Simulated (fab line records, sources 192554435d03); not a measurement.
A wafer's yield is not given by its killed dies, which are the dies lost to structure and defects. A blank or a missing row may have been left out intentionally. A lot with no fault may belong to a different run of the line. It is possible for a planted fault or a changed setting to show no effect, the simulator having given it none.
fab line records + flow n5-finfet
record:
- lots: 7
- wafers: 19
- last-day: 18
route steps=1938 shown SD_EPI_N@280 BEOL_M4@1111 PASSIVATION@1936
lots that met no fault: from a run of the same line without faults
start-h: hours from the record's opening day to when the first of the lot's shown wafers began + wait-h: hours since the lot's step before + " unchanged from the row above + L1.1+2: several wafers, shown together as one row + - no value, or no start given + * or withheld: withheld + < > ~ a bound
route shown NAME@n: a module of which the file shows steps, and the number in the route of the first + usual: the fault-free wafers' mean and standard deviation + same: alike in all rows + chamber/n: place in a boat + sites: readings site by site + _std_site: standard deviation across them + _edge_site: mean of outer sites minus mean of inner sites + radius-mm: how far each site lies from the wafer's centre + mask NAME#n: copy n + behind: the tool/chamber that last shaped the wafer + hold: why the lot went on hold/how many hours it stayed there/how the hold came to an end + device: which transistor (n, p or np) failed to switch + end of line: the tests these same wafers got at the end of their route + a step without rows: its recipe alone + killed: dies that structure and defects cost at the first sort, which is not the same as the wafer's yield + map: a wafer's dies, x killed, . not, _ none there
set.NAME: the run value of the setting; set.NAME@STEP: its run value at that earlier step + model.NAME: the simulator's own value behind a step, which no gauge read
a table for each step, a row for each wafer; lots at some steps of the route
services: a tool's chamber out of use, with start hour (start-h, from the record's first day; less than 0 if before it), hours out, and reason
== steps ==
step: N5_SD_EPI_N_STRIP_47
recipe:
- chemistry: CHF3/O2
- resist: SiARC
- rf-frequency-hz: 6e+07
step: N5_SD_EPI_N_SD_RECESS_17
recipe:
- chemistry: HBr/Cl2/O2
- target-depth-a: 410
- mask-material: SOC
- time-s: 23.7
- bt-time-s: 3
- pressure-mtorr: 10
- icp-w: 800
- bias-w: 112
- HBr_flow_sccm: 150
- Cl2_flow_sccm: 80
- O2_flow_sccm: 12
usual:
- O2_flow_sccm: 12.00/0.039
- bias-w: 112.0/0.34
- drypump-motor-current-A: 6.0/0.34
- oes_o_777_au: 1.003/0.02
- oes-product-au: 1.002/0.02
- rf-fwd-power-W: 795.4/2.7
- throttle-valve-pct: 37.1/0.35
| lot.wafer | tool      | chamber | start-h | wait-h | O2_flow_sccm | bias-w | drypump-motor-current-A | oes_o_777_au | oes-product-au | rf-fwd-power-W | rf-hours-counter-h | throttle-valve-pct |
|-----------|-----------|---------|---------|--------|--------------|--------|-------------------------|--------------|----------------|----------------|--------------------|--------------------|
| L310.2    | rie-si-05 | 1       | 63.95   | 0.0    | 11.96        | 111.2  | 6.4                     | 1.005        | 1.000          | 795.7          | 98                 | 36.8               |
| L310.3    | "         | 0       | "       | "      | 11.98        | 112.0  | 5.6                     | 1.040        | 1.046          | 799.4          | 10                 | 37.4               |
| L310.6    | "         | 3       | "       | "      | 11.97        | 112.0  | 6.2                     | 1.007        | 0.991          | 798.9          | -                  | 36.9               |
| L311.1    | rie-si-05 | 0       | 69.36   | 0.0    | 12.00        | 112.3  | 5.6                     | 1.037        | 1.052          | 797.7          | 11                 | 37.4               |
| L311.2    | "         | 3       | "       | "      | 12.01        | 111.5  | 6.2                     | 1.011        | 0.991          | 799.0          | 46                 | 36.9               |
| L311.4    | "         | 0       | "       | "      | 12.03        | 112.0  | 5.6                     | 1.026        | 1.049          | 799.6          | -                  | 37.4               |
| L316.2    | rie-si-05 | 3       | 97.51   | 0.0    | 12.00        | 112.4  | 6.2                     | 1.012        | 0.995          | 792.0          | 47                 | 36.9               |
| L316.4    | "         | 2       | "       | "      | 11.96        | 112.6  | 5.8                     | 0.961        | 0.986          | 796.5          | 115                | 37.4               |
| L317.3    | rie-si-03 | 2       | 104.01  | 0.0    | 11.98        | 111.7  | 6.6                     | 1.005        | 0.998          | 795.3          | 182                | 37.6               |
| L317.4    | "         | 2       | "       | "      | 12.03        | 112.0  | 6.6                     | 1.003        | 0.994          | 794.5          | -                  | 37.6               |
| L318.2    | rie-si-05 | 0       | 110.94  | 0.0    | 12.05        | 112.4  | 5.6                     | 1.036        | 1.048          | 797.9          | 11                 | 37.4               |
| L318.3    | "         | 1       | "       | "      | 11.96        | 111.9  | 6.4                     | 0.995        | 1.006          | 798.4          | 98                 | 36.7               |
| L318.6    | "         | 0       | "       | "      | 12.00        | 111.9  | 5.6                     | 1.041        | 1.047          | 794.9          | -                  | 37.4               |
| L326.4    | rie-si-05 | 2       | 156.69  | 0.0    | 11.94        | 112.3  | 5.8                     | 0.956        | 0.985          | 792.9          | 116                | 37.4               |
| L326.5    | "         | 2       | "       | "      | 12.04        | 111.7  | 5.8                     | 0.955        | 0.981          | 789.3          | -                  | 37.4               |
| L326.6    | "         | 3       | "       | "      | 12.02        | 112.0  | 6.2                     | 1.014        | 0.993          | 793.1          | -                  | 36.9               |
| L331.1    | rie-si-03 | 1       | 190.48  | 0.0    | 11.95        | 111.9  | 5.9                     | 0.998        | 0.988          | 792.8          | 77                 | 36.7               |
| L331.2    | "         | 2       | "       | "      | 11.94        | 111.9  | 6.5                     | 0.993        | 0.980          | 795.4          | 183                | 37.5               |
| L331.4    | "         | 0       | "       | "      | 12.04        | 112.1  | 5.8                     | 1.006        | 1.014          | 796.4          | 36                 | 37.5               |
step: N5_SD_EPI_N_STRIP_38
recipe:
- chemistry: N2/H2
- power-w: 1000
- temp-c: 250
- h2-frac: 0.65
- overash-fraction: 0.3
- pressure-mtorr: withheld
- n2-flow-sccm: 1750
- h2-flow-sccm: 3250
usual:
- drypump-motor-current-A: 5.7/0.55
- heater-power-w: 352/41
- oes-product-au: 0.761/0.011
same:
- overash-fraction: 0.3
| lot.wafer | tool            | chamber | start-h | wait-h | drypump-motor-current-A | heater-power-w | oes-product-au | rf-hours-counter-h |
|-----------|-----------------|---------|---------|--------|-------------------------|----------------|----------------|--------------------|
| L310.2    | plasma-asher-01 | 0       | 64.04   | 0.1    | 6.3                     | 428            | 0.754          | 34                 |
| L310.3    | "               | 0       | "       | "      | 6.3                     | 419            | 0.771          | -                  |
| L310.6    | "               | 0       | "       | "      | 6.2                     | 412            | 0.747          | -                  |
| L311.1    | plasma-asher-01 | 0       | 69.45   | 0.1    | 6.3                     | 428            | 0.752          | 35                 |
| L311.2    | "               | 1       | "       | "      | 6.0                     | 315            | 0.773          | 35                 |
| L311.4    | "               | 0       | "       | "      | 6.3                     | 430            | 0.765          | -                  |
| L316.2    | plasma-asher-02 | 1       | 97.60   | 0.1    | 5.6                     | 332            | 0.781          | 94                 |
| L316.4    | "               | 0       | "       | "      | 4.8                     | 317            | 0.758          | -                  |
| L317.3    | plasma-asher-02 | 0       | 104.12  | 0.1    | 4.8                     | 335            | 0.750          | -                  |
| L317.4    | "               | 1       | "       | "      | 5.6                     | 327            | 0.768          | -                  |
| L318.2    | plasma-asher-01 | 1       | 111.04  | 0.1    | 6.0                     | 332            | 0.765          | 43                 |
| L318.3    | "               | 1       | "       | "      | 6.0                     | 336            | 0.783          | -                  |
| L318.6    | "               | 1       | "       | "      | 6.0                     | 328            | 0.754          | -                  |
| L326.4    | plasma-asher-02 | 1       | 156.81  | 0.1    | 5.6                     | 339            | 0.767          | -                  |
| L326.5    | "               | 1       | "       | "      | 5.6                     | 338            | 0.749          | -                  |
| L326.6    | "               | 0       | "       | "      | 4.8                     | 327            | 0.753          | -                  |
| L331.1    | plasma-asher-01 | 0       | 190.58  | 0.1    | 6.3                     | 420            | 0.761          | 61                 |
| L331.2    | "               | 1       | "       | "      | 6.0                     | 327            | 0.755          | 61                 |
| L331.4    | "               | 1       | "       | "      | 6.0                     | 324            | 0.761          | -                  |
step: N5_SD_EPI_N_WET_ETCH_43
recipe:
- chemistry: dHF
- dilution: withheld
- time-s: 14
- target: SiO2
- target-depth-a: 15
- temp-c: 25
step: N5_SD_EPI_N_STRIP_18
recipe:
- chemistry: SPM
- time-s: 750
- temp-c: 130
- h2so4-h2o2-vol-ratio: 4
step: N5_SD_EPI_N_SRD_20
recipe:
- dry: ipa-marangoni
- do-ppb: 5
- time-s: 30
- temp-c: 23
- rinse-liquid: diw
step: N5_SD_EPI_N_PRECLEAN_48
recipe:
- chemistry: NF3:NH3
- afs-cycles: 2
- temp-c: 30
- time-s: 20
- sublimation-temp-c: 180
- sublimation-time-s: 60
- pressure-torr: 3
- rf-power-w: 30
step: N5_SD_EPI_N_VAPOR_ETCH_50
recipe:
- chemistry: HCl
- target: Si
- temp-c: 775
- time-s: 54
- pressure-torr: 20
- mode: isotropic
usual:
- throttle-valve-pct: 11.8/0.3
| lot.wafer | tool         | chamber | start-h | wait-h | throttle-valve-pct |
|-----------|--------------|---------|---------|--------|--------------------|
| L310.2    | epi-rpcvd-03 | 0       | 64.80   | 0.3    | 12.0               |
| L310.3    | "            | 0       | "       | "      | 12.2               |
| L310.6    | "            | 0       | "       | "      | 11.7               |
| L311.1    | epi-rpcvd-03 | 0       | 70.40   | 0.3    | 11.9               |
| L311.2    | "            | 0       | "       | "      | 12.1               |
| L311.4    | "            | 0       | "       | "      | 12.0               |
| L316.2    | epi-rpcvd-04 | 0       | 98.35   | 0.3    | 12.2               |
| L316.4    | "            | 0       | "       | "      | 12.1               |
| L317.3    | epi-rpcvd-02 | 0       | 104.88  | 0.2    | 11.3               |
| L317.4    | "            | 0       | "       | "      | 11.6               |
| L318.2    | epi-rpcvd-02 | 0       | 111.78  | 0.3    | 11.9               |
| L318.3    | "            | 0       | "       | "      | 11.5               |
| L318.6    | "            | 0       | "       | "      | 11.5               |
| L326.4    | epi-rpcvd-02 | 0       | 157.59  | 0.2    | 11.5               |
| L326.5    | "            | 0       | "       | "      | 11.7               |
| L326.6    | "            | 0       | "       | "      | 11.2               |
| L331.1    | epi-rpcvd-02 | 0       | 191.31  | 0.3    | 11.5               |
| L331.2    | "            | 0       | "       | "      | 11.6               |
| L331.4    | "            | 0       | "       | "      | 11.3               |
step: N5_SD_EPI_N_EPI_21
recipe:
- material: Si:P
- dopant: P
- temp-c: 680
- pressure-torr: 255
- time-s: 690
step: N5_SD_EPI_N_EPI_MEAS_23
recipe:
- mode: xrd
usual:
- thk-nm: 58.8/1.3
| lot.wafer | tool          | chamber | start-h | wait-h | thk-nm |
|-----------|---------------|---------|---------|--------|--------|
| L310.2    | film-metro-02 | -       | 66.67   | 1.2    | 58.6   |
| L310.3    | "             | -       | "       | "      | 58.8   |
| L310.6    | "             | -       | "       | "      | 56.9   |
| L311.1    | film-metro-02 | -       | 72.29   | 1.4    | 59.2   |
| L311.2    | "             | -       | "       | "      | 57.3   |
| L311.4    | "             | -       | "       | "      | 60.2   |
| L316.2    | film-metro-01 | -       | 100.21  | 1.2    | 62.1   |
| L316.4    | "             | -       | "       | "      | 59.4   |
| L317.3    | film-metro-02 | -       | 106.72  | 0.9    | 58.7   |
| L317.4    | "             | -       | "       | "      | 56.4   |
| L318.2    | film-metro-02 | -       | 113.65  | 1.2    | 58.7   |
| L318.3    | "             | -       | "       | "      | 57.2   |
| L318.6    | "             | -       | "       | "      | 59.2   |
| L326.4    | film-metro-02 | -       | 159.41  | 0.6    | 59.4   |
| L326.5    | "             | -       | "       | "      | 59.5   |
| L326.6    | "             | -       | "       | "      | 58.5   |
| L331.1    | film-metro-02 | -       | 193.21  | 1.4    | 60.4   |
| L331.2    | "             | -       | "       | "      | 58.9   |
| L331.4    | "             | -       | "       | "      | 60.6   |
step: N5_SD_EPI_N_PRECLEAN_24
recipe:
- chemistry: O3/DIW
- time-s: 60
- temp-c: 22
- o3-ppm: 10
step: N5_SD_EPI_N_SRD_25
recipe:
- time-s: 30
- temp-c: 23
- rinse-liquid: diw
- dry: ipa-marangoni
step: N5_SD_EPI_N_PRECLEAN_49
recipe:
- chemistry: NF3:NH3
- afs-cycles: 1
- temp-c: 30
- time-s: 20
- sublimation-temp-c: 180
- sublimation-time-s: 60
- pressure-torr: 3
- rf-power-w: 30
usual:
- temp-c: 29.99/0.11
same:
- afs-cycles: 1
| lot.wafer | tool             | chamber | start-h | wait-h | temp-c |
|-----------|------------------|---------|---------|--------|--------|
| L310.2    | remote-plasma-01 | 1       | 66.80   | 0.1    | 29.95  |
| L310.3    | "                | 1       | "       | "      | 29.99  |
| L310.6    | "                | 1       | "       | "      | 30.04  |
| L311.1    | remote-plasma-01 | 1       | 72.40   | 0.0    | 29.82  |
| L311.2    | "                | 1       | "       | "      | 29.95  |
| L311.4    | "                | 1       | "       | "      | 29.91  |
| L316.2    | remote-plasma-01 | 1       | 100.35  | 0.1    | 29.37  |
| L316.4    | "                | 1       | "       | "      | 29.51  |
| L317.3    | remote-plasma-01 | 1       | 106.88  | 0.1    | 29.52  |
| L317.4    | "                | 1       | "       | "      | 29.41  |
| L318.2    | remote-plasma-01 | 1       | 113.78  | 0.1    | 29.32  |
| L318.3    | "                | 1       | "       | "      | 29.32  |
| L318.6    | "                | 1       | "       | "      | 29.40  |
| L326.4    | remote-plasma-02 | 1       | 159.59  | 0.1    | 29.99  |
| L326.5    | "                | 1       | "       | "      | 30.03  |
| L326.6    | "                | 1       | "       | "      | 29.95  |
| L331.1    | remote-plasma-01 | 1       | 193.31  | 0.0    | 30.11  |
| L331.2    | "                | 1       | "       | "      | 29.98  |
| L331.4    | "                | 1       | "       | "      | 29.91  |
step: N5_SD_EPI_N_LINER_46
recipe:
- material: SiNx
- target-thk-a: 30
- temp-c: 400
- ald-precursor-family: SiH2I2
- ald-co-reactant: N2/H2-plasma
- pressure-torr: 2
usual:
- heater-power-w: 842/74
| lot.wafer | tool       | chamber | start-h | wait-h | heater-power-w | since-wet-clean-h |
|-----------|------------|---------|---------|--------|----------------|-------------------|
| L310.2    | ald-sin-04 | 2       | 66.97   | 0.1    | 884            | 165               |
| L310.3    | "          | 0       | "       | "      | 985            | 165               |
| L310.6    | "          | 3       | "       | "      | 868            | -                 |
| L311.1    | ald-sin-04 | 3       | 72.80   | 0.4    | 842            | 171               |
| L311.2    | "          | 2       | "       | "      | 829            | 171               |
| L311.4    | "          | 3       | "       | "      | 847            | -                 |
| L316.2    | ald-sin-03 | 2       | 101.47  | 1.1    | 815            | 290               |
| L316.4    | "          | 1       | "       | "      | 901            | 290               |
| L317.3    | ald-sin-02 | 0       | 107.25  | 0.3    | 696            | 8                 |
| L317.4    | "          | 3       | "       | "      | 844            | 8                 |
| L318.2    | ald-sin-02 | 0       | 114.10  | 0.3    | 704            | 15                |
| L318.3    | "          | 2       | "       | "      | 836            | 15                |
| L318.6    | "          | 1       | "       | "      | 843            | -                 |
| L326.4    | ald-sin-02 | 1       | 159.70  | 0.1    | 861            | 60                |
| L326.5    | "          | 2       | "       | "      | 809            | -                 |
| L326.6    | "          | 1       | "       | "      | 839            | -                 |
| L331.1    | ald-sin-02 | 0       | 193.51  | 0.2    | 693            | 94                |
| L331.2    | "          | 1       | "       | "      | 856            | 94                |
| L331.4    | "          | 3       | "       | "      | 839            | 94                |
step: N5_BEOL_M4_RC_MEAS_101
usual:
- DIBL_N: 36.4/1.7
- DIBL_P: 36.4/2.1
- IOFF_N: 0.16/0.035
- IOFF_P: 0.21/0.035
- ION_N: 680/11
- ION_P: 465/6.8
- SS_N: 71.5/0.58
- SS_P: 73.2/0.72
- VT_N: 249/3.6
- VT_P: -250/3.1
| lot.wafer | tool      | chamber | start-h | wait-h | DIBL_N[mV/V] | DIBL_P[mV/V] | IOFF_N[nA/um] | IOFF_P[nA/um] | ION_N[uA/um] | ION_P[uA/um] | SS_N[mV/dec] | SS_P[mV/dec] | VT_N[mV] | VT_P[mV] |
|-----------|-----------|---------|---------|--------|--------------|--------------|---------------|---------------|--------------|--------------|--------------|--------------|----------|----------|
| L310.2    | prober-01 | 0       | 181.77  | 0.2    | 35.2         | 36.4         | 0.15          | 0.22          | 673          | 459          | 71.3         | 73.8         | 250      | -253     |
| L310.3    | "         | 0       | "       | "      | 37.7         | 38.3         | 0.21          | 0.26          | 691          | 470          | 72.4         | 74.5         | 245      | -249     |
| L310.6    | "         | 0       | "       | "      | 37.4         | 38.8         | 0.19          | 0.26          | 680          | 462          | 72.1         | 73.9         | 246      | -250     |
| L311.1    | prober-01 | 0       | 191.17  | 0.0    | 33.8         | 33.2         | 0.13          | 0.16          | 675          | 458          | 71.6         | 72.6         | 252      | -253     |
| L311.2    | "         | 0       | "       | "      | 35.7         | 36.7         | 0.18          | 0.22          | 687          | 463          | 71.3         | 73.2         | 251      | -249     |
| L311.4    | "         | 0       | "       | "      | 39.0         | 38.9         | 0.27          | 0.27          | 704          | 467          | 73.1         | 73.9         | 243      | -246     |
| L316.2    | prober-02 | 0       | 215.04  | 0.7    | 34.7         | 34.5         | 0.13          | 0.17          | 670          | 457          | 71.3         | 72.2         | 254      | -256     |
| L316.4    | "         | 0       | "       | "      | 37.1         | 37.6         | 0.19          | 0.22          | 702          | 473          | 71.4         | 73.8         | 248      | -252     |
| L317.3    | prober-02 | 0       | 218.54  | 0.3    | 38.2         | 38.6         | 0.18          | 0.22          | 677          | 457          | 72.4         | 73.4         | 249      | -249     |
| L317.4    | "         | 0       | "       | "      | 38.6         | 40.2         | 0.20          | 0.25          | 690          | 474          | 72.3         | 74.0         | 245      | -248     |
| L318.2    | prober-01 | 0       | 220.90  | 0.2    | 36.7         | 34.2         | 0.15          | 0.20          | 678          | 458          | 71.6         | 73.0         | 249      | -248     |
| L318.3    | "         | 0       | "       | "      | 37.7         | 36.1         | 0.18          | 0.24          | 688          | 474          | 71.8         | 73.6         | 243      | -246     |
| L318.6    | "         | 0       | "       | "      | 36.3         | 33.6         | 0.14          | 0.19          | 668          | 459          | 71.7         | 72.5         | 253      | -253     |
| L326.4    | prober-02 | 0       | 279.37  | 0.5    | 36.5         | 36.7         | 0.16          | 0.20          | 685          | 468          | 72.0         | 73.7         | 247      | -250     |
| L326.5    | "         | 0       | "       | "      | 34.5         | 34.0         | 0.12          | 0.15          | 672          | 455          | 71.4         | 73.0         | 254      | -255     |
| L326.6    | "         | 0       | "       | "      | 37.0         | 37.9         | 0.17          | 0.21          | 676          | 461          | 71.5         | 73.7         | 249      | -252     |
| L331.1    | prober-01 | 0       | 309.46  | 0.0    | 37.1         | 37.3         | 0.17          | 0.24          | 685          | 471          | 71.3         | 73.8         | 249      | -247     |
| L331.2    | "         | 0       | "       | "      | 37.0         | 36.5         | 0.16          | 0.23          | 674          | 461          | 71.4         | 73.7         | 250      | -248     |
| L331.4    | "         | 0       | "       | "      | 36.6         | 35.0         | 0.15          | 0.21          | 668          | 462          | 71.9         | 73.1         | 251      | -250     |
step: N5_PASSIVATION_PROBE_49
usual:
- defect-limited-yield: 91.3/1.4
- killed_at_M0_to_M3: 36/11
- killed_at_M4_up: 13/5.2
- killed-at-contacts: 13/6.5
- killed-at-front-end: 37/11
- killed-at-other: 3.6/2.9
- killed-dies: 103/17
- killed-on-rim: 13/3.6
- killed-open: 68/12
- killed-short: 33/7.3
- sort_bin_5_function: 5.2/0.91
- sort_bin_6_memory: 3.2/0.67
- sort-n-pass: 1077/17
- sort-yield-pct: 91.3/1.4
same:
- gross-dies: 1180
- killed-at-back-side: 0
- sort_bin_4_leakage[%]: 0
- sort_bin_8_speed[%]: 0
| lot.wafer | tool      | chamber | start-h | wait-h | defect-limited-yield[%] | killed_at_M0_to_M3 | killed_at_M4_up | killed-at-contacts | killed-at-front-end | killed-at-other | killed-dies | killed-on-rim | killed-open | killed-short | sort_bin_5_function[%] | sort_bin_6_memory[%] | sort-n-pass | sort-yield-pct[%] |
|-----------|-----------|---------|---------|--------|-------------------------|--------------------|-----------------|--------------------|---------------------|-----------------|-------------|---------------|-------------|--------------|------------------------|----------------------|-------------|-------------------|
| L311.1    | prober-01 | -       | 294.77  | 0.0    | 92.1                    | 49                 | 3               | 14                 | 26                  | 1               | 93          | 8             | 61          | 30           | 4.4                    | 2.9                  | 1087        | 92.1              |
| L311.2    | prober-01 | -       | 294.82  | 0.1    | 87.5                    | 73                 | 17              | 19                 | 34                  | 4               | 147         | 21            | 101         | 45           | 7.5                    | 4.7                  | 1033        | 87.5              |
| L311.4    | prober-01 | -       | 294.92  | 0.2    | 90.3                    | 47                 | 6               | 28                 | 32                  | 2               | 115         | 13            | 73          | 42           | 6.1                    | 3.3                  | 1065        | 90.3              |
| L316.2    | prober-01 | -       | 322.44  | 0.2    | 91.9                    | 32                 | 10              | 17                 | 36                  | 1               | 96          | 16            | 72          | 23           | 4.2                    | 3.7                  | 1084        | 91.9              |
| L316.4    | prober-01 | -       | 322.54  | 0.3    | 91.7                    | 26                 | 11              | 26                 | 32                  | 3               | 98          | 13            | 73          | 25           | 4.9                    | 2.7                  | 1082        | 91.7              |
| L317.3    | prober-01 | -       | 333.03  | 0.1    | 90.4                    | 40                 | 14              | 6                  | 50                  | 3               | 113         | 12            | 68          | 42           | 5.8                    | 3.5                  | 1067        | 90.4              |
| L317.4    | prober-01 | -       | 333.08  | 0.2    | 90.4                    | 40                 | 20              | 12                 | 36                  | 5               | 113         | 20            | 79          | 32           | 5.4                    | 3.7                  | 1067        | 90.4              |
| L318.2    | prober-01 | -       | 341.37  | 0.1    | 91.4                    | 32                 | 17              | 12                 | 33                  | 8               | 102         | 12            | 67          | 35           | 5.0                    | 3.6                  | 1078        | 91.4              |
| L318.3    | prober-01 | -       | 341.42  | 0.1    | 90.3                    | 31                 | 10              | 5                  | 59                  | 10              | 115         | 19            | 66          | 41           | 4.6                    | 3.8                  | 1065        | 90.3              |
| L318.6    | prober-01 | -       | 341.57  | 0.3    | 92.4                    | 25                 | 12              | 4                  | 46                  | 3               | 90          | 10            | 55          | 34           | 5.3                    | 2.3                  | 1090        | 92.4              |
| L326.4    | prober-01 | -       | 383.93  | 0.2    | 91.5                    | 32                 | 13              | 19                 | 36                  | 0               | 100         | 14            | 72          | 27           | 6.2                    | 2.0                  | 1080        | 91.5              |
| L326.5    | prober-01 | -       | 383.98  | 0.2    | 92.1                    | 33                 | 8               | 28                 | 20                  | 4               | 93          | 11            | 60          | 33           | 5.1                    | 2.6                  | 1087        | 92.1              |
| L326.6    | prober-01 | -       | 384.03  | 0.3    | 93.4                    | 17                 | 14              | 22                 | 24                  | 1               | 78          | 11            | 54          | 24           | 4.2                    | 2.1                  | 1102        | 93.4              |
killed by level:class
L311.1 BEOL_M3:geometric-particle:open=13 MOL_CONTACT_COAG:geometric-particle:open=10 BEOL_M0_SAQP:geometric-particle:short=9 BEOL_M1:geometric-particle:open=8 BEOL_M2:geometric-particle:open=7 FIN_SAQP:geometric-particle:open=6 BEOL_M0_SAQP:geometric-particle:open=6 FIN_SAQP:geometric-particle:short=5
L311.2 BEOL_M0_SAQP:geometric-particle:short=15 BEOL_M3:geometric-particle:open=14 MOL_CONTACT_COAG:geometric-particle:open=14 BEOL_M2:geometric-particle:open=12 STI_FIN_REVEAL:geometric-particle:open=11 BEOL_M1:geometric-particle:open=11 BEOL_M0_SAQP:geometric-particle:open=10 BEOL_M4:geometric-particle:open=6
L311.4 MOL_CONTACT_COAG:geometric-particle:open=23 BEOL_M0_SAQP:geometric-particle:short=14 FIN_SAQP:geometric-particle:short=9 BEOL_M3:geometric-particle:open=8 BEOL_M0_SAQP:geometric-particle:open=7 BEOL_M1:geometric-particle:open=7 FIN_SAQP:geometric-particle:open=6 MOL_CONTACT_COAG:geometric-particle:short=5
L316.2 MOL_CONTACT_COAG:geometric-particle:open=17 FIN_SAQP:geometric-particle:open=10 BEOL_M0_SAQP:geometric-particle:open=8 STI_FIN_REVEAL:geometric-particle:open=7 BEOL_M0_SAQP:geometric-particle:short=7 DUMMY_GATE:geometric-particle:open=5 BEOL_M4:geometric-particle:open=5 GATE_CUT:geometric-particle:open=4
L316.4 MOL_CONTACT_COAG:geometric-particle:open=21 BEOL_M0_SAQP:geometric-particle:open=8 BEOL_M4:geometric-particle:open=8 STI_FIN_REVEAL:geometric-particle:open=7 DUMMY_GATE:geometric-particle:open=6 MOL_CONTACT_COAG:geometric-particle:short=5 FIN_SAQP:geometric-particle:open=4 FIN_SAQP:geometric-particle:short=4
L317.3 BEOL_M2:geometric-particle:open=10 STI_FIN_REVEAL:geometric-particle:open=8 ILD0:geometric-particle:open=8 BEOL_M0_SAQP:geometric-particle:open=7 ILD0:geometric-particle:short=7 BEOL_M0_SAQP:geometric-particle:short=7 STI_FIN_REVEAL:geometric-particle:short=6 BEOL_M1:geometric-particle:open=6
L317.4 FIN_SAQP:geometric-particle:open=15 BEOL_M0_SAQP:geometric-particle:short=12 BEOL_M0_SAQP:geometric-particle:open=11 MOL_CONTACT_COAG:geometric-particle:open=10 BEOL_M2:geometric-particle:open=10 BEOL_M5:geometric-particle:open=8 FIN_SAQP:geometric-particle:short=5 STI_FIN_REVEAL:geometric-particle:open=5
L318.2 BEOL_M2:geometric-particle:open=13 STI_FIN_REVEAL:geometric-particle:open=11 MOL_CONTACT_COAG:geometric-particle:open=10 BEOL_M4:geometric-particle:open=7 GATE_CUT:geometric-particle:short=6 BEOL_M0_SAQP:geometric-particle:open=6 PASS1_DEP:geometric-particle:short=5 FIN_SAQP:geometric-particle:open=4
L318.3 FIN_SAQP:geometric-particle:open=14 FIN_SAQP:geometric-particle:short=11 BEOL_M2:geometric-particle:open=11 HKMG_FIN:area-etch=8 STI_FIN_REVEAL:geometric-particle:open=6 PASS1_DEP:geometric-particle:short=6 GATE_CUT:geometric-particle:short=4 GATE_CUT:geometric-particle:open=4
L318.6 STI_FIN_REVEAL:geometric-particle:open=17 BEOL_M0_SAQP:geometric-particle:short=6 FIN_SAQP:geometric-particle:open=5 FIN_SAQP:geometric-particle:short=5 BEOL_M2:geometric-particle:open=5 MOL_CONTACT_COAG:geometric-particle:open=4 BEOL_M0_SAQP:geometric-particle:open=4 BEOL_M3:geometric-particle:open=4
L326.4 MOL_CONTACT_COAG:geometric-particle:open=14 FIN_SAQP:geometric-particle:open=11 STI_FIN_REVEAL:geometric-particle:open=11 BEOL_M1:geometric-particle:open=8 BEOL_M2:geometric-particle:open=7 BEOL_M0_SAQP:geometric-particle:short=5 BEOL_M0:geometric-particle:open=5 FIN_SAQP:geometric-particle:short=4
L326.5 MOL_CONTACT_COAG:geometric-particle:open=22 BEOL_M0_SAQP:geometric-particle:short=10 BEOL_M0_SAQP:geometric-particle:open=8 MOL_CONTACT_COAG:geometric-particle:short=6 BEOL_M2:geometric-particle:open=6 STARTING-WAFER:geometric-particle:open=6 FIN_SAQP:geometric-particle:short=4 BEOL_M1:geometric-particle:open=4
L326.6 MOL_CONTACT_COAG:geometric-particle:open=17 GATE_CUT:geometric-particle:short=7 MOL_CONTACT_COAG:geometric-particle:short=5 BEOL_M3:geometric-particle:open=5 FIN_SAQP:geometric-particle:open=4 STI_FIN_REVEAL:geometric-particle:open=3 STARTING-WAFER:geometric-particle:open=3 BEOL_M0_SAQP:geometric-particle:open=3
== services ==
| tool             | chamber | start-h | hours | kind       |
|------------------|---------|---------|-------|------------|
| ald-sin-02       | -       | 41.58   | 2.8   | pm         |
| rie-si-05        | 1       | 64.42   | 5.7   | repair     |
| plasma-asher-02  | -       | 74.47   | 0.4   | repair     |
| remote-plasma-02 | -       | 80.77   | 0.9   | repair     |
| ald-sin-02       | -       | 85.48   | 14.0  | pm         |
| ald-sin-02       | 0       | 85.48   | 14.0  | vent-cycle |
| ald-sin-02       | 1       | 85.48   | 14.0  | vent-cycle |
| ald-sin-02       | 2       | 85.48   | 14.0  | vent-cycle |
| ald-sin-02       | 3       | 85.48   | 14.0  | vent-cycle |
| epi-rpcvd-03     | -       | 92.98   | 1.6   | repair     |
| ald-sin-04       | -       | 94.92   | 28.1  | pm         |
| ald-sin-02       | 0       | 99.48   | -     | clean      |
| ald-sin-02       | 1       | 99.48   | -     | clean      |
| ald-sin-02       | 2       | 99.48   | -     | clean      |
| ald-sin-02       | 3       | 99.48   | -     | clean      |
| rie-si-03        | 0       | 102.71  | 19.7  | repair     |
| rie-si-05        | 3       | 160.81  | 1.0   | repair     |
| plasma-asher-02  | -       | 176.14  | 4.9   | repair     |
| ald-sin-03       | -       | 177.71  | 14.0  | pm         |
| ald-sin-03       | 0       | 177.71  | 15.3  | vent-cycle |
| ald-sin-03       | 1       | 177.71  | 15.3  | vent-cycle |
| ald-sin-03       | 2       | 177.71  | 31.7  | vent-cycle |
| ald-sin-03       | 3       | 177.71  | 15.3  | vent-cycle |
== key ==
first-sign:
- step: N5_SD_EPI_N_PRECLEAN_49
- reading: temp-c
- direction: down
- sigmas: 5.2
- usual: *
- struck: *
effect none on later readings
met-at N5_SD_EPI_N_PRECLEAN_49
struck-wafers L316.2,L316.4,L317.3,L317.4,L318.2,L318.3,L318.6
onset-between 72.40 100.35
fault:
- kind: process-parameter-drift
- tool: remote-plasma-01
- chamber: -
- onset-h: 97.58
- steps: N5_SD_EPI_N_PRECLEAN_49
- channel: temp-c
- offset: *
- shape: step
- end-h: 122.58
- acts-in: *
- stated: *
